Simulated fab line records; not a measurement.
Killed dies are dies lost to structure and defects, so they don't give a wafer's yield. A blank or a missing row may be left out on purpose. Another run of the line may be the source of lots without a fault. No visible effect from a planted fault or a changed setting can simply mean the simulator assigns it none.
fab line records	flow nand-harc
[record] lots = 6	wafers = 18	last-day = 33
route steps=1302 shown A_CHANNEL_HOLE_D2@607 A_CHANNEL_FILL_D2@610 END@1302
lots that met no fault: taken from a fault-free run of the same line
start-h: the number of hours between the record's first day and the start of the first shown wafer of the lot	wait-h: hours from the lot's prior step to this one	" identical to the entry in the row above	L1.1+2: a row that stands for several wafers	- no value, or no start was given	* or withheld: withheld	< > ~ a bound
route shown NAME@n: NAME is a module with steps in the file, n the number in the route of the first one	usual: average and standard deviation across the fault-free wafers	same: alike in all rows	chamber/n: place in a boat	sites: the reading at each site	_std_site: the standard deviation of these	_edge_site: the outer-site mean with the inner-site mean subtracted	radius-mm: for every site, how far away it sits from the centre of the wafer	mask NAME#n: copy n	behind: the most recent tool/chamber to have shaped the wafer	hold: why the lot was held/for how many hours/how that ended	device: names the non-switching transistor (n, p or np)	end of line: at the end of the route, the tests of the same wafers	where a step has no rows: the recipe by itself	killed: count of dies lost to structure and defects at first sort (not the wafer's yield)	map: per-die view of a wafer (x killed, . not killed, _ where there is no die)
set.NAME: the setting the step ran with; set.NAME@STEP: the setting that earlier step ran with	model.NAME: the simulator's own value behind a step, which no gauge read
a table for each step, a row for each wafer; lots at some steps of the route
services: from which hour (start-h, from the record's first day; less than 0 if before it) a tool's chamber was out of use, for how many hours, and why
[[steps]]
[step NHARC_A_CHANNEL_HOLE_D2_CD_MEAS_31]
[usual] cd-nm = 90.1/1.4
lot.wafer	tool	chamber	start-h	wait-h	cd-nm
L123.1	cd-sem-02	-	378.41	-	88.7
L123.4	"	-	"	"	91.6
L123.6	"	-	"	"	90.7
L126.3	cd-sem-01	-	424.71	-	91.5
L126.4	"	-	"	"	89.9
L126.5	"	-	"	"	94.7
L131.2	cd-sem-01	-	460.62	-	91.8
L131.4	"	-	"	"	91.1
L131.6	"	-	"	"	90.6
L128.4	cd-sem-01	-	462.12	-	87.6
L128.5	"	-	"	"	88.2
L128.6	"	-	"	"	90.1
L130.2	cd-sem-01	-	464.82	-	91.3
L130.3	"	-	"	"	89.7
L130.4	"	-	"	"	91.4
L137.4	cd-sem-03	-	531.23	-	87.4
L137.5	"	-	"	"	87.2
L137.6	"	-	"	"	91.0
[step NHARC_A_CHANNEL_HOLE_D2_XSEM_32]
[recipe] landing-energy-ev = 35000
[usual] bot-cd-nm = 74.8/1.4	bow-nm = 8.61/0.25	tilt-deg = 0.08/0.038
lot.wafer	tool	chamber	start-h	wait-h	bot-cd-nm	bow-nm	tilt-deg
L123.1	xsem-02	0	378.50	0.1	72.9	8.77	0.10
L123.4	"	0	"	"	74.9	8.73	0.10
L123.6	"	0	"	"	74.4	8.63	0.10
L126.3	xsem-01	0	424.80	0.1	76.7	8.88	0.10
L126.4	"	0	"	"	74.4	8.88	0.10
L126.5	"	0	"	"	79.6	8.89	0.10
L131.2	xsem-02	0	460.72	0.1	75.8	8.38	0.05
L131.4	"	0	"	"	74.8	8.30	0.05
L131.6	"	0	"	"	74.9	8.45	0.05
L128.4	xsem-01	0	462.21	0.1	73.0	8.43	0.07
L128.5	"	0	"	"	73.6	8.46	0.07
L128.6	"	0	"	"	75.4	8.47	0.08
L130.2	xsem-02	0	464.91	0.1	75.7	8.64	0.07
L130.3	"	0	"	"	73.6	8.46	0.07
L130.4	"	0	"	"	76.2	8.62	0.07
L137.4	xsem-01	0	531.32	0.1	71.9	9.02	0.11
L137.5	"	0	"	"	71.0	8.98	0.12
L137.6	"	0	"	"	75.7	8.95	0.11
[step NHARC_A_CHANNEL_HOLE_D2_INSPECT_40]
[usual] raw-defect-count = 265/73
lot.wafer	tool	chamber	start-h	wait-h	raw-defect-count
L123.1	defect-inspect-02	-	378.60	-	326
L123.4	"	-	"	"	384
L123.6	"	-	"	"	309
L126.3	defect-inspect-02	-	424.89	-	161
L126.4	"	-	"	"	153
L126.5	"	-	"	"	180
L131.2	defect-inspect-01	-	460.81	-	257
L131.4	"	-	"	"	215
L131.6	"	-	"	"	277
L128.4	defect-inspect-02	-	462.30	-	210
L128.5	"	-	"	"	241
L128.6	"	-	"	"	289
L130.2	defect-inspect-01	-	465.01	-	252
L130.3	"	-	"	"	278
L130.4	"	-	"	"	265
L137.4	defect-inspect-01	-	531.41	-	328
L137.5	"	-	"	"	489
L137.6	"	-	"	"	362
[step NHARC_A_CHANNEL_FILL_D2_PRECLEAN_00]
[recipe] time-s = *	temp-c = 50	bath-age-min = 0	chemistry = SC1
[step NHARC_A_CHANNEL_FILL_D2_SRD_01]
[step NHARC_A_CHANNEL_FILL_D2_ALD_02]
[recipe] target-thk-a = 60	pulse-time-s = 10	ald-cycles = 60	temp-c = 300	material = SiO2
[step NHARC_A_CHANNEL_FILL_D2_ALD_03]
[recipe] target-thk-a = 60	pulse-time-s = 60	ald-cycles = 58	temp-c = 630	pressure-torr = 2	material = SiNx
[usual] precursor-pulse-height-rel = 1.000/0.02
lot.wafer	tool	chamber	start-h	wait-h	precursor-pulse-height-rel
L123.1	ald-sin-batch-03	0	-	-	0.982
L123.4	"	0	"	"	0.992
L123.6	"	0	"	"	1.021
L126.3	ald-sin-batch-02	0	-	-	1.046
L126.4	"	0	"	"	0.996
L126.5	"	0	"	"	0.973
L128.4	ald-sin-batch-01	0	-	-	0.982
L128.5	"	0	"	"	1.016
L128.6	"	0	"	"	0.989
L131.2	ald-sin-batch-01	0	-	-	1.024
L131.4	"	0	"	"	0.972
L131.6	"	0	"	"	0.974
L130.2	ald-sin-batch-01	0	-	-	0.984
L130.3	"	0	"	"	1.014
L130.4	"	0	"	"	0.982
L137.4	ald-sin-batch-02	0	-	-	0.992
L137.5	"	0	"	"	0.991
L137.6	"	0	"	"	1.022
[step NHARC_A_CHANNEL_FILL_D2_ALD_14]
[recipe] target-thk-a = 25	pulse-time-s = 10	ald-cycles = 25	temp-c = 300	material = SiO2
[usual] heater-power-w = 458/45	precursor-pulse-height-rel = 0.999/0.02
lot.wafer	tool	chamber	start-h	wait-h	heater-power-w	precursor-pulse-height-rel
L123.1	ald-hk-04	2	383.81	0.0	417	1.022
L123.4	"	3	"	"	459	0.970
L123.6	"	3	"	"	448	0.979
L126.4	ald-hk-02	3	432.50	0.1	409	0.998
L126.3	"	0	"	"	406	0.991
L126.5	"	3	"	"	407	1.000
L128.4	ald-hk-04	3	468.05	0.0	464	1.028
L128.5	"	3	"	"	448	0.987
L128.6	"	0	"	"	546	0.970
L131.2	ald-hk-03	2	468.11	0.1	384	1.020
L131.4	"	3	"	"	492	1.032
L131.6	"	0	"	"	456	1.006
L130.3	ald-hk-03	3	472.20	0.0	478	0.974
L130.2	"	0	"	"	458	1.010
L130.4	"	2	"	"	392	0.985
L137.4	ald-hk-02	3	538.55	0.0	418	1.005
L137.6	"	3	"	"	414	0.990
L137.5	"	0	"	"	405	1.022
[step NHARC_A_CHANNEL_FILL_D2_ALD_15]
[recipe] target-thk-a = 20	pulse-time-s = 60	ald-cycles = 19	temp-c = 630	pressure-torr = 2	material = SiNx
[step NHARC_A_CHANNEL_FILL_D2_ALD_16]
[recipe] target-thk-a = 15	pulse-time-s = 10	ald-cycles = 15	temp-c = 300	material = SiO2
[usual] heater-power-w = 450/41	precursor-pulse-height-rel = 1.000/0.021
lot.wafer	tool	chamber	start-h	wait-h	heater-power-w	precursor-pulse-height-rel
L123.1	ald-hk-02	2	389.23	0.3	456	1.009
L123.4	"	3	"	"	405	1.004
L123.6	"	1	"	"	453	0.993
L126.3	ald-hk-02	3	437.71	0.1	416	1.005
L126.4	"	0	"	"	406	1.017
L126.5	"	2	"	"	464	0.967
L131.2	ald-hk-02	3	473.23	0.1	422	1.065
L131.4	"	2	"	"	467	0.991
L131.6	"	0	"	"	411	1.000
L128.4	ald-hk-03	3	473.29	0.1	485	1.020
L128.6	"	1	"	"	501	0.985
L128.5	"	2	"	"	387	0.975
L130.2	ald-hk-02	1	477.35	0.0	456	0.975
L130.4	"	2	"	"	457	1.000
L130.3	"	0	"	"	414	0.948
L137.4	ald-hk-03	0	543.83	0.1	473	1.000
L137.6	"	1	"	"	498	0.980
L137.5	"	2	"	"	391	0.981
[step NHARC_A_CHANNEL_FILL_D2_ANNEAL_17]
[recipe] temp-c = 850	time-s = 1800
[step NHARC_A_CHANNEL_FILL_D2_CVD_18]
[recipe] target-thk-a = 30	temp-c = 550	material = poly-Si
[step NHARC_A_CHANNEL_FILL_D2_ETCHBACK_19]
[recipe] target-depth-a = 50	time-s = 1.7	hbr-flow-sccm = 150	cl2-flow-sccm = 50	rf-w = 400	icp-w = 400	bias-w = 100	chemistry = HBr/Cl2
[usual] bias-w = 100.0/0.3	drypump-motor-current-A = 5.9/0.42	oes-product-au = 1.001/0.011	throttle-valve-pct = 26.406/0.0089
lot.wafer	tool	chamber	start-h	wait-h	bias-w	drypump-motor-current-A	oes-product-au	rf-hours-counter-h	throttle-valve-pct
L123.4	rie-si-02	1	401.27	0.4	100.3	5.4	0.973	0.67	26.416
L123.1	"	2	"	"	99.6	6.3	1.001	0.70	26.415
L123.6	"	1	"	"	100.4	5.4	0.989	-	26.404
L126.4	rie-si-02	1	449.70	0.4	100.3	5.4	0.993	0.97	26.415
L126.3	"	2	"	"	100.1	6.3	1.009	0.95	26.419
L126.5	"	0	"	"	99.6	5.6	1.005	-	26.403
L131.4	rie-si-03	1	484.67	0.4	99.8	6.6	0.997	0.48	26.409
L131.2	"	2	"	"	100.1	5.4	0.982	0.49	26.410
L131.6	"	3	"	"	99.6	6.1	0.999	-	26.410
L128.4	rie-si-02	1	484.67	0.4	100.0	5.4	0.736	0.13	26.401
L128.5	"	3	"	"	99.7	5.8	0.747	-	26.405
L128.6	"	0	"	"	99.8	5.6	0.739	-	26.385
L130.3	rie-si-02	3	490.36	0.4	100.2	5.8	0.737	0.17	26.411
L130.2	"	0	"	"	99.4	5.6	0.734	0.16	26.398
L130.4	"	2	"	"	99.8	6.3	0.751	0.16	26.408
L137.4	rie-si-02	0	555.80	0.4	99.4	5.6	1.005	0.50	26.406
L137.5	"	2	"	"	100.5	6.3	1.017	-	26.405
L137.6	"	3	"	"	99.8	5.9	1.017	-	26.397
[step NHARC_A_CHANNEL_FILL_D2_ETCHBACK_20]
[recipe] target-depth-a = 270	time-s = 13.5	c4f8-flow-sccm = withheld	o2-flow-sccm = 8	ar-flow-sccm = withheld	rf-w = 600	bias-w = 1500	chemistry = C4F8/O2/Ar
[usual] bias-w = 1501/4.8	oes-product-au = 0.988/0.023	rf-vpp-V = 976/6
lot.wafer	tool	chamber	start-h	wait-h	bias-w	oes-product-au	rf-hours-counter-h	rf-vpp-V
L123.4	rie-diel-11	2	401.38	-	1505	0.979	25	972
L123.1	"	1	"	"	1496	0.996	23	969
L123.6	"	2	"	"	1500	0.984	-	971
L126.3	rie-diel-11	2	449.80	-	1495	0.987	1	972
L126.4	"	0	"	"	1506	1.012	1	988
L126.5	"	3	"	"	1508	1.001	-	983
L131.4	rie-diel-11	1	484.77	-	1503	1.001	4	971
L131.2	"	2	"	"	1508	0.978	4	972
L131.6	"	2	"	"	1501	0.989	-	972
L128.4	rie-diel-13	0	484.79	-	1509	0.995	4	985
L128.6	"	2	"	"	1505	0.994	-	973
L128.5	"	3	"	"	1499	1.001	-	973
L130.2	rie-diel-13	0	490.49	-	1495	0.998	4	986
L130.4	"	1	"	"	1504	1.002	4	972
L130.3	"	2	"	"	1500	1.002	4	972
L137.4	rie-diel-13	3	555.91	-	1503	0.931	1	972
L137.5	"	2	"	"	1494	0.921	-	973
L137.6	"	3	"	"	1503	0.922	-	972
[step NHARC_END_SORT_01]
[recipe] temp-c = 25
[usual] killed-at-array = 57/18	killed-at-other = 0.9/1.3	killed-at-periphery = 3.5/2.2	killed-dies = 62/18	killed-open = 3.0/1.7	killed-short = 2.3/1.5
[same] gross-dies = 677
lot.wafer	tool	chamber	start-h	wait-h	hold	killed-at-array	killed-at-other	killed-at-periphery	killed-dies	killed-open	killed-short
L123.1	prober-01	0	651.55	2.5	-	87	1	6	94	4	3
L123.4	prober-01	0	653.95	3.4	-	62	1	4	67	4	1
L123.6	prober-01	0	655.56	4.0	-	88	1	4	93	2	1
L126.3	prober-01	0	679.41	3.1	-	53	1	0	54	3	2
L126.4	prober-01	0	680.20	3.4	-	48	3	2	53	2	2
L126.5	prober-01	0	680.99	3.7	-	48	1	2	51	3	2
L131.2	prober-01	0	707.18	2.7	-	60	0	2	62	1	4
L131.4	prober-01	0	708.77	3.4	-	68	0	1	69	4	2
L131.6	prober-01	0	710.35	4.0	-	79	0	1	80	3	4
L130.2	prober-01	0	714.95	2.8	await-dispo/2.8h/scrap	640	0	6	646	2	1
L130.3	prober-01	0	715.76	3.1	await-dispo/2.8h/scrap	637	0	3	640	1	1
L130.4	prober-01	0	716.56	3.4	await-dispo/2.8h/scrap	632	0	6	638	8	2
L128.4	prober-02	0	717.58	3.4	await-dispo/4.2h/scrap	632	4	2	638	3	3
L128.5	prober-02	0	718.38	3.7	await-dispo/4.2h/scrap	640	1	2	643	2	3
L128.6	prober-02	0	719.19	4.0	await-dispo/4.2h/scrap	636	1	2	639	1	1
L137.4	prober-02	0	789.25	3.4	-	35	0	4	39	2	2
L137.5	prober-02	0	790.04	3.7	-	42	0	5	47	3	2
L137.6	prober-02	0	790.83	3.9	-	49	1	4	54	5	1
// killed by level:class
L123.1 A_CHANNEL_HOLE_D2:chamber-film-flake=28 A_SLIT:chamber-film-flake=28 A_CHANNEL_HOLE_D1:chamber-film-flake=18 A_CONTACT:chamber-film-flake=7 P_M0:geometric-particle:open=2 P_CONTACT:chamber-film-flake=2 P_GATE:geometric-particle:short=1 A_CHANNEL_FILL_D1:geometric-particle:open=1
L123.4 A_CHANNEL_HOLE_D2:chamber-film-flake=20 A_CHANNEL_HOLE_D1:chamber-film-flake=17 A_SLIT:chamber-film-flake=13 A_CONTACT:chamber-film-flake=4 P_ZERO_WELL:chamber-film-flake=3 A_SGD_CUT:geometric-particle:open=1 A_SGD_CUT:geometric-particle:short=1 A_WL_FILL:geometric-particle:open=1
L123.6 A_SLIT:chamber-film-flake=36 A_CHANNEL_HOLE_D1:chamber-film-flake=22 A_CHANNEL_HOLE_D2:chamber-film-flake=21 A_CONTACT:chamber-film-flake=4 A_ONON_D2:geometric-particle:open=2 P_STI:chamber-film-flake=2 P_CONTACT:chamber-film-flake=2 A_SGD_CUT:geometric-particle:short=1
L126.3 A_SLIT:chamber-film-flake=30 A_CHANNEL_HOLE_D1:chamber-film-flake=9 A_CONTACT:chamber-film-flake=5 A_DECK1_JOINT:chamber-film-flake=3 A_STAIRCASE:chamber-film-flake=2 A_WL_FILL:geometric-particle:short=1 A_CONTACT:geometric-particle:open=1 A_BLC:geometric-particle:short=1
L126.4 A_SLIT:chamber-film-flake=24 A_CONTACT:chamber-film-flake=8 A_CHANNEL_HOLE_D1:chamber-film-flake=7 THIN_TSV:chamber-film-flake=3 A_STAIRCASE:chamber-film-flake=2 P_M0:geometric-particle:open=1 A_CHANNEL_FILL_D1:geometric-particle:short=1 A_SLIT:geometric-particle:short=1
L126.5 A_SLIT:chamber-film-flake=23 A_CHANNEL_HOLE_D1:chamber-film-flake=8 A_CONTACT:chamber-film-flake=4 A_DECK1_JOINT:chamber-film-flake=3 P_ZERO_WELL:chamber-film-flake=2 A_CHANNEL_FILL_D2:geometric-particle:open=2 A_WL_FILL:chamber-film-flake=2 A_SOURCE_PLATE:geometric-particle:short=1
L131.2 A_CHANNEL_HOLE_D1:chamber-film-flake=27 A_CHANNEL_HOLE_D2:chamber-film-flake=11 A_CONTACT:chamber-film-flake=10 A_WL_FILL:geometric-particle:short=2 A_SLIT:chamber-film-flake=2 A_DECK1_JOINT:chamber-film-flake=2 A_STAIRCASE:chamber-film-flake=2 A_DECK1_JOINT:geometric-particle:short=1
L131.4 A_CHANNEL_HOLE_D1:chamber-film-flake=30 A_CHANNEL_HOLE_D2:chamber-film-flake=20 A_CONTACT:chamber-film-flake=6 A_CHANNEL_FILL_D2:geometric-particle:short=2 A_SGD_CUT:geometric-particle:open=2 A_DECK1_JOINT:chamber-film-flake=2 A_STAIRCASE:chamber-film-flake=2 A_WL_FILL:geometric-particle:open=1
L131.6 A_CHANNEL_HOLE_D1:chamber-film-flake=30 A_CHANNEL_HOLE_D2:chamber-film-flake=29 A_CONTACT:chamber-film-flake=5 A_STAIRCASE:chamber-film-flake=3 A_BLC:chamber-film-flake=3 A_CONTACT:geometric-particle:open=2 A_SOURCE_PLATE:geometric-particle:open=1 A_CHANNEL_FILL_D1:geometric-particle:short=1
L130.2 A_CHANNEL_FILL_D2:area-etchback=581 A_SLIT:chamber-film-flake=33 A_CHANNEL_HOLE_D2:chamber-film-flake=13 P_GATE:chamber-film-flake=4 A_CHANNEL_HOLE_D1:chamber-film-flake=4 A_STAIRCASE:chamber-film-flake=3 A_CONTACT:chamber-film-flake=2 P_GATE:geometric-particle:short=1
L130.3 A_CHANNEL_FILL_D2:area-etchback=571 A_SLIT:chamber-film-flake=32 A_CHANNEL_HOLE_D2:chamber-film-flake=18 A_CHANNEL_HOLE_D1:chamber-film-flake=8 A_CONTACT:chamber-film-flake=4 P_STI:chamber-film-flake=2 A_ONON_D1:geometric-particle:short=1 A_DECK1_JOINT:geometric-particle:open=1
L130.4 A_CHANNEL_FILL_D2:area-etchback=557 A_SLIT:chamber-film-flake=29 A_CHANNEL_HOLE_D2:chamber-film-flake=21 A_CHANNEL_HOLE_D1:chamber-film-flake=6 A_STAIRCASE:chamber-film-flake=5 A_CHANNEL_FILL_D1:geometric-particle:open=4 A_CONTACT:chamber-film-flake=3 A_CONTACT:geometric-particle:open=2
L128.4 A_CHANNEL_FILL_D2:area-etchback=580 A_CHANNEL_HOLE_D1:chamber-film-flake=31 A_SGD_CUT:chamber-film-flake=5 A_SLIT:chamber-film-flake=4 A_DECK1_JOINT:chamber-film-flake=3 A_CONTACT:chamber-film-flake=3 THIN_TSV:chamber-film-flake=3 P_GATE:chamber-film-flake=2
L128.5 A_CHANNEL_FILL_D2:area-etchback=588 A_CHANNEL_HOLE_D1:chamber-film-flake=35 A_CONTACT:chamber-film-flake=3 A_SGD_CUT:chamber-film-flake=3 A_SLIT:chamber-film-flake=3 A_DECK1_JOINT:chamber-film-flake=2 A_STAIRCASE:chamber-film-flake=2 P_CONTACT:geometric-particle:open=1
L128.6 A_CHANNEL_FILL_D2:area-etchback=589 A_CHANNEL_HOLE_D1:chamber-film-flake=35 A_SGD_CUT:chamber-film-flake=4 A_SLIT:chamber-film-flake=2 A_STAIRCASE:chamber-film-flake=2 P_M2:geometric-particle:short=1 A_ONON_D1:geometric-particle:open=1 P_M0:chamber-film-flake=1
L137.4 A_CHANNEL_HOLE_D1:chamber-film-flake=13 A_SLIT:chamber-film-flake=10 A_CONTACT:chamber-film-flake=3 P_GATE:chamber-film-flake=2 A_STAIRCASE:chamber-film-flake=2 P_CONTACT:geometric-particle:open=1 A_ONON_D2:geometric-particle:open=1 A_SGD_CUT:geometric-particle:short=1
L137.5 A_CHANNEL_HOLE_D1:chamber-film-flake=16 A_SLIT:chamber-film-flake=12 A_CONTACT:chamber-film-flake=4 P_BONDPAD:chamber-film-flake=3 A_CHANNEL_FILL_D2:geometric-particle:short=2 A_ZERO_WELL:chamber-film-flake=2 A_SOURCE_PLATE:geometric-particle:open=1 A_CHANNEL_HOLE_D2:geometric-particle:open=1
L137.6 A_CHANNEL_HOLE_D1:chamber-film-flake=17 A_SLIT:chamber-film-flake=17 P_BONDPAD:chamber-film-flake=3 A_ZERO_WELL:chamber-film-flake=3 A_CONTACT:chamber-film-flake=3 A_CHANNEL_FILL_D1:chamber-film-flake=2 P_GATE:geometric-particle:open=1 A_CHANNEL_HOLE_D1:geometric-particle:open=1
// map L128.5 (x killed, . not)
____________x____________
_________xx.xxx._________
_______xxxxx.xxxxx_______
______xxxxxxx....xx______
_____xxxxxxxxx.xxxx._____
____xxxxxxxxxxx.xxxxx____
____xxxxxxxxxxx.xxxxx____
___x.xxxxxxxxxxxx..xx.___
___xxxxxxxxxxxxxxxxxxx___
__xxxxxxxxx.xxxx.xxxxxx__
__xxxxxxxxxxxxxxxxxxxxx__
_xxxxx.xxxxxxxxxxxx.x..x_
_xxxxxxxxxxxxxxxxxxxxxx._
_xxxxxxxxxxxxxxxxxxxx.xx_
_xxxxxxxxxxxx.xxxxxxxxxx_
_xxxxxxxxxxxxxxxxxxxxxxx_
xxxxxxxxxxxxxxxxxxxxxxxxx
xxxxxxxxxxxxxxxxxxxx.xxxx
xxxxxxxxxx.xxxxxxxxxxxxxx
xxxx.xxxxxxxxxxxxxxxxx.xx
x.xxxxxxxxxxxxxxxxxxxxxxx
_xxxxxxxxxxxxxxxxxxxxxxx_
_xxxxxxxxxxxxxxxxxxxxxxx_
_xxxxxxxxxxxxxxxxxxxxxxx_
_xxxxxxxxxxxxxxxxxxxxxxx_
_xxxxx.xxxxxxxxxxxxxxxxx_
__xxxx.xxxxxxxxxxxxxxxx__
__xxxxxxxxxxxxxxxxxxxxx__
___xxxxxxxxxxxxxxxxxxx___
___xxxx.xxxxxxxxxxxxxx___
____xxxxxxxxxxxxxxxxx____
____xxxxxxxxxxx.xxxxx____
_____xxxxxxxxxxxxxxx_____
______xxxxxxxxxxxxx______
_______xxxxxxxxxxx_______
_________x.xxxxx_________
____________x____________
// map L130.2 (x killed, . not)
____________x____________
_________xxxxxxx_________
_______xxxxxxxxxxx_______
______xxxxxxxx.xxxx______
_____xxxxxxxxxxxx.xx_____
____x.xxxxxxxxxxxxxxx____
____xxxxxxxxxxxxxxxxx____
___.xxxxxxxxxxxxxxxxxx___
___xxxxxxxxxxxxxxxxxxx___
__xxxx.xxxxxxxxxxxxxxxx__
__xxxxxxxxxxxxxxxxxxxx.__
_.xxxxxxxxxxxxxxxxxxxxxx_
_xxxxxxxxxxxxxxxxxxxxxxx_
_xxx..xxxxxxxxxxxxxxxxxx_
_.xxxxxxxx.xxxxxxxxxxxxx_
_xxxxxxxxxxxxxxxxxxxxxxx_
xxxxxxx.xxxxxxxxxxxxxxxxx
xx.xxxxxxxxxxxxxxxxxxxxxx
xxxxxx.xxxxxxxxxxx.xxxxxx
xx..xxxxxxxxxxxxxxxxxxxxx
xxxxxxxxxxxxxxxxxxxxxxx.x
_xxxxxxxx.xxxxxxxxxxxxxx_
_xxxxxxxxxxxxxxxxxxxxxxx_
_.xxxxxxxxxxxxxxxxxxxxxx_
_..xxx.xxxxxxxxxxxxxxxxx_
_.xxxx.xxxxxxxxxxxxxxxxx_
__xxxxxxxxxxxxxxxxxxxxx__
__xxxxxxxxxxxxxxxxxxxxx__
___xx.xxxxxxxxxxxxxxxx___
___.xxxxxxxxxxxxxxxxxx___
____xxxxxxxxxxxxxxxxx____
____xxx.x.xxx.xxxxxxx____
_____xxxxxxxxxxxxxxx_____
______xxxxxxxxxxxxx______
_______xxxxxxxxxxx_______
_________xxxxxxx_________
____________.____________
[[services]]
tool	chamber	start-h	hours	kind
ald-hk-02	-	357.10	1.8	repair
ald-hk-02	0	359.90	-	clean
ald-hk-02	1	359.90	-	clean
ald-hk-02	2	359.90	-	clean
xsem-01	-	374.00	14.0	pm
ald-hk-02	-	378.68	0.7	repair
ald-hk-03	-	392.13	10.0	pm
rie-si-03	-	398.00	9.0	pm
rie-diel-13	0	408.28	1.3	repair
rie-diel-11	2	410.68	6.6	repair
rie-diel-11	-	432.69	9.0	pm
ald-hk-04	-	434.96	10.0	pm
rie-si-02	-	444.49	0.6	repair
rie-si-02	-	454.00	9.0	pm
ald-hk-03	-	457.69	1.0	repair
xsem-02	-	481.06	2.4	repair
rie-si-03	1	491.08	1.3	repair
ald-sin-batch-01	-	508.07	26.0	pm
rie-diel-13	-	519.00	9.0	pm
ald-hk-02	-	527.90	10.0	pm
rie-si-02	2	533.15	1.7	repair
rie-diel-11	-	547.39	0.5	repair
rie-si-02	1	548.14	2.5	repair
rie-diel-11	3	550.39	8.1	repair
[[key]]
[first-sign] step = NHARC_A_CHANNEL_FILL_D2_ETCHBACK_19	reading = oes-product-au	direction = down	sigmas = 24	usual = 1.001	struck = 0.741
[effect] step = NHARC_END_SORT_01	reading = killed-dies	direction = up	sigmas = 32	usual = 62	struck = 641
[more-kills-born-at] NHARC_A_CHANNEL_FILL_D2_ETCHBACK_19@rie-si-02 = 3466
met-at NHARC_A_CHANNEL_FILL_D2_ETCHBACK_19
struck-wafers L128.4,L128.5,L128.6,L130.2,L130.3,L130.4
later-rows-left-out L128.4,L128.5,L128.6,L130.2,L130.3,L130.4
tester-left-out L128,L130
onset-between 449.70 484.67
[fault] kind = process-parameter-drift	tool = rie-si-02	chamber = -	onset-h = 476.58	steps = NHARC_A_CHANNEL_FILL_D2_ETCHBACK_19	channel = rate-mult	offset = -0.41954	shape = step	end-h = 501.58
// tester-left-out: of these lots the tester's yield and bins aren't shown, on N5 and GAA mostly nor the transistor test; their killed dies are dies lost to structure and defects alone, not to doping, threshold or leakage, so they don't give the yield
// later-rows-left-out: the simulator's readings of these wafers behind a module that went badly wrong aren't trusted and aren't shown, but for the sort
